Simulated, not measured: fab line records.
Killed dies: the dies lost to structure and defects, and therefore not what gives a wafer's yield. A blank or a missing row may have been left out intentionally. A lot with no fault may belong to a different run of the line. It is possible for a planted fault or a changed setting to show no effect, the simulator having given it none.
The same fault as seen by 2 desks    flow nandHarc    each desk has only its own numbers; what lay behind them comes last

## THE TOOL OWNER'S DESK: rieDiel-06
The tool's own readings at NHARC_A_BONDPAD_ETCH_12 (etches the open film in CHF3/O2, target depth 220 nm, time 110 s): means of the sampled wafers that have a number, for each lot that ran on this tool. The brackets show how far a lot's mean lies from the usual mean; more than 4 standard deviations puts the lot out of limits, marked OUT.
Columns: A = drypumpMotorCurrentA at NHARC_A_BONDPAD_ETCH_12, usual 5.8 A; B = o2FlowSccm at NHARC_A_BONDPAD_ETCH_12, usual 10.001 sccm; C = oesProductAu at NHARC_A_BONDPAD_ETCH_12, usual 0.951 a.u.; D = rfFwdPowerW at NHARC_A_BONDPAD_ETCH_12, usual 497.0 W; E = rfVppV at NHARC_A_BONDPAD_ETCH_12, usual 370.2 V; F = showerheadPlenumPTorr at NHARC_A_BONDPAD_ETCH_12, usual 2.38 Torr; G = throttleValvePct at NHARC_A_BONDPAD_ETCH_12, usual 20.573 %
lot   first seen here  A    B      C      D      E      F     G
L402  day 19 02:14     5.7  9.987  0.973  496.3  370.1  2.40  20.569
L408  day 21 03:08     5.7  9.996  0.901  497.7  369.1  2.35  20.567
L419  day 24 07:35     5.7  9.983  0.932  496.3  370.3  2.39  20.576
Finding of this desk: none of the 3 lots has anything out of limits.

## AT THE METROLOGY DESK
What the gauges read, lot by lot, whatever tool the lot ran on: means of the sampled wafers that have a number. The brackets show how far a lot's mean lies from the usual mean; more than 4 standard deviations puts the lot out of limits, marked OUT.
Columns: A = cdNm at NHARC_A_BONDPAD_CD_MEAS_09, usual 500.4 nm; B = overlayXNm at NHARC_A_BONDPAD_OVL_MEAS_35, usual -2 nm; C = overlayYNm at NHARC_A_BONDPAD_OVL_MEAS_35, usual 0 nm; D = cdNm at NHARC_A_BONDPAD_CD_MEAS_13, usual 499.8 nm
lot   first seen here  A      B   C   D
L400  day 18 06:18     500.3  -3  2   499.6
L398  day 18 14:14     500.1  -5  -6  499.7
L402  day 19 01:50     501.1  -3  0   500.3
L408  day 21 02:45     501.0  -6  9   500.2
L419  day 24 07:12     502.4  -9  -6  501.5
Finding of this desk: none of the 5 lots has anything out of limits.

## ALL TOGETHER
The desk of the tool owner found nothing out of limits.
From the metrology desk's view, nothing was out of limits.

## WHAT THE SIMULATOR HAD PUT IN
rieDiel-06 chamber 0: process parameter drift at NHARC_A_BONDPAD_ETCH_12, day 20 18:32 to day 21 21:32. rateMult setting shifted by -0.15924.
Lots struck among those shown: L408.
